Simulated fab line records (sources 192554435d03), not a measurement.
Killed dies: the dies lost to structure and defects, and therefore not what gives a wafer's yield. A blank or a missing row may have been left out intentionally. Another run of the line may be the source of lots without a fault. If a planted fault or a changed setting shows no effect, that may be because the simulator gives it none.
A lot that was struck, set against a sound lot	flow n5Finfet	15 steps out of a route of 1938
Sound: the wafers L737.1, L737.2, L737.5. Struck: wafer L733.1; the same lot's L733.6 was not struck, so it is left out; see the end for the cause.
At each step with rows: each side's tool, then ch and its chambers, then its first start. Under that, the readings that differ: sound wafers	struck wafers	difference of the means	sigmas: that difference in standard deviations of wafers without a fault.
alike: a reading whose means differ by less than 2 such deviations, as well as words and numbers matching on both sides. not compared: withheld readings; readings where some wafer has no value; bounds like >300 that might hide an equal value; numbers whose values overlap and for which the record gives no deviation.
Wherever a step has rows on one side only, a row that says differs or no value, or a row with sigmas, the two part there. Numbers that have no deviation but don't overlap get no sigmas and don't part them. Lack of a reading on every wafer of one side parts them only where that side has two or more wafers.

N5_BEOL_M2_SPUTTER_90: material Cu, target thk 4.5 nm, time 8.29 s.
  struck on pvdSputter-02, day 9 18:51; sound on pvdSputter-03, day 10 21:22
  alike: throttleValvePct
then, 1 step without rows for these wafers: N5_BEOL_M2_ANNEAL_91 (time 240 s).
N5_BEOL_M2_SPUTTER_92: material Cu, target thk 4.5 nm, time 8.29 s.
  struck on pvdSputter-02, day 9 19:04; sound on pvdSputter-03, day 10 21:35
  alike: throttleValvePct
N5_BEOL_M2_ANNEAL_93: time 240 s.
  struck on pvdSputter-02, day 9 19:09; sound on pvdSputter-03, day 10 21:40
  alike: heaterPowerW
N5_BEOL_M2_SPUTTER_94: material Cu, target thk 4.5 nm, time 8.29 s.
  struck on pvdSputter-02, day 9 19:17; sound on pvdSputter-03, day 10 21:49
  alike: throttleValvePct
then, 4 steps without rows for these wafers: N5_BEOL_M2_ANNEAL_95 (time 240 s); N5_BEOL_M2_SPUTTER_96 (material Cu, target thk 4.5 nm, time 8.29 s); N5_BEOL_M2_ECD_50 (material Cu, target thk 300 nm); N5_BEOL_M2_ANNEAL_51 (time 90 s).
N5_BEOL_M2_CMP_52: polishes, stops on SiOC, t overpolish 6.8 s, target thk 40 nm.
  sound on cmp-03 ch 0,3, day 10 22:31; struck on cmp-01 ch 1, day 9 20:00
reading	sound	struck	difference	sigmas
edgeZonePressureFrac	0.997 1.012 1.008	0.990	-0.016	-3
motorCurrentA (A)	6.5 6.0 6.0	5.2	-1.0	-2
  alike: barrierFieldEndpointS, clearingPlatenDownForcePsi, overpolishRunS, platenRpm, retainingRingPressureFrac, slurryFilterDpKPa, timeToEndpointS
N5_BEOL_M2_THK_MEAS_53: measures by xrf.
  struck on filmMetro-02, day 9 20:18; sound on filmMetro-01, day 10 22:49
  alike: M2_THK
then, 1 step without rows for these wafers: N5_BEOL_M2_PRE_CLEAN_60 (time 15 s).
N5_BEOL_M2_CO_CAP_55: material Co, precursor CCTBA/H2, target thk 2 nm, time 102.1 s.
  sound on cvdCo-01 ch 1,2, day 10 22:54; struck on cvdCo-02 ch 1, day 9 20:22
reading	sound	struck	difference	sigmas
heaterPowerW (W)	212 246 245	315	+81	+3
runLengthS (s)	124.8 125.3 125.6	70.4	-54.8	-99 or more
model.Co_of_BEOL_M2_CO_CAP_55.thkNm (nm)	2 2 2	1	-1	
then, 1 step without rows for these wafers: N5_BEOL_M2_PRE_CLEAN_56 (time 15 s).
N5_BEOL_M4_RC_MEAS_101:
  sound on prober-01 ch 0, day 12 05:53; struck on prober-02 ch 0, day 10 21:06
  alike: DIBL_N, DIBL_P, IOFF_N, IOFF_P, ION_N, ION_P, SS_N, SS_P, VT_N, VT_P

## WHERE THEY PART
First at N5_BEOL_M2_CMP_52; last, within this record, at N5_BEOL_M2_CO_CAP_55. Later steps at which nothing parts them and some readings are alike: N5_BEOL_M4_RC_MEAS_101.

WHY: whatever the simulator had introduced
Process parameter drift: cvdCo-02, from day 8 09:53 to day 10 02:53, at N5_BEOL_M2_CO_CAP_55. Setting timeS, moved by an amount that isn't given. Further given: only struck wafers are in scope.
